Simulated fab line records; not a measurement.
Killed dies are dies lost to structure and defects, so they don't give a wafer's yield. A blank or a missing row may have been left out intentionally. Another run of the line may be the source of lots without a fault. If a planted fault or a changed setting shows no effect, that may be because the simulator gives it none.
Which of the tools did it? | flow n5Finfet | Sampling: 9 lots, 27 wafers, 5 of 1938 route steps

## WHAT THE GAUGES READ, wafer by wafer
N5_BEOL_M4_RC_MEAS_101.
lot  | measured     | on        | DIBL_N (mV/V)
L537 | day 9 18:59  | prober-01 | 35.4 35.3 35.5
L540 | day 10 05:20 | prober-01 | 37.9 37.2 36.4
L542 | day 10 08:15 | prober-02 | 35.1 35.5 36.0
L543 | day 11 07:54 | prober-02 | 36.4 34.4 34.4
L544 | day 12 02:34 | prober-01 | 37.4 38.1 38.0
L546 | day 12 23:57 | prober-02 | 36.9 36.4 35.2
L554 | day 14 22:32 | prober-01 | 35.8 35.5 34.8
L551 | day 15 05:05 | prober-02 | 37.2 35.2 37.3
L557 | day 15 20:00 | prober-01 | 33.8 35.6 36.2

## WHICH TOOL RAN EACH LOT (tool, then ch and the chambers of the sampled wafers, then the start)
lot  | N5_BEOL_M3_STRIP_36               | N5_BEOL_M3_STRIP_97                          | N5_BEOL_M3_ANNEAL_49        | N5_BEOL_M3_ANNEAL_87
L537 | rieDiel-01 ch 1,2,3, day 8 21:01  | rieDiel-01 ch 1,2,3, day 8 22:44 or earlier  | pvdSputter-01, day 8 22:44  | pvdSputter-01, day 8 23:23
L540 | rieDiel-01 ch 0,3, day 9 16:44    | rieDiel-01 ch 0,3, day 9 18:07 or earlier    | pvdSputter-02, day 9 18:07  | pvdSputter-02, day 9 18:47
L542 | rieDiel-02 ch 0,2, day 9 16:52    | rieDiel-02 ch 0,2, day 9 19:55 or earlier    | pvdSputter-03, day 9 19:55  | pvdSputter-03, day 9 20:35
L543 | rieDiel-02 ch 2,3, day 10 08:58   | rieDiel-02 ch 2,3, day 10 10:40 or earlier   | pvdSputter-01, day 10 10:40 | pvdSputter-01, day 10 11:20
L544 | rieDiel-04 ch 0,1,2, day 10 20:16 | rieDiel-04 ch 0,1,2, day 10 23:05 or earlier | pvdSputter-03, day 10 23:05 | pvdSputter-03, day 10 23:44
L546 | rieDiel-01 ch 0,1,2, day 11 07:08 | rieDiel-01 ch 0,1,2, day 11 08:34 or earlier | pvdSputter-01, day 11 08:34 | pvdSputter-01, day 11 09:14
L554 | rieDiel-01 ch 0,2,3, day 13 19:58 | rieDiel-01 ch 0,2,3, day 13 22:28 or earlier | pvdSputter-03, day 13 22:28 | pvdSputter-03, day 13 23:08
L551 | rieDiel-02 ch 0,1,3, day 13 22:30 | rieDiel-02 ch 0,1,3, day 14 00:23 or earlier | pvdSputter-01, day 14 00:23 | pvdSputter-01, day 14 01:02
L557 | rieDiel-02 ch 1,2,3, day 14 03:35 | rieDiel-02 ch 1,2,3, day 14 05:22 or earlier | pvdSputter-02, day 14 05:22 | pvdSputter-02, day 14 06:01
- N5_BEOL_M3_STRIP_36: strips in N2/H2.
- N5_BEOL_M3_STRIP_97: strips in N2/H2, time 10 s.
- N5_BEOL_M3_ANNEAL_49: time 240 s.
- N5_BEOL_M3_ANNEAL_87: time 240 s.

## THE ANSWER, worked out from the rows above alone
Rule: what is usual is taken from the lots themselves. The widest of any qualifying gaps counts: lots, ordered by their means at a reading, are off when they make up no more than a third of the lots, leave a main group of 4 or more, and stand apart from it by 3 or more times the standard deviation of that group's means. The tables above print the reading to a certain number of digits; a main group whose means all agree to those digits is not used. Also off: a lot with no number at a reading for which 4 or more lots have one. All remaining lots with rows at the step are treated as sound.
Nothing can be told from this: no lot is off at any reading shown.

## WHAT THE SIMULATOR HAD PUT IN
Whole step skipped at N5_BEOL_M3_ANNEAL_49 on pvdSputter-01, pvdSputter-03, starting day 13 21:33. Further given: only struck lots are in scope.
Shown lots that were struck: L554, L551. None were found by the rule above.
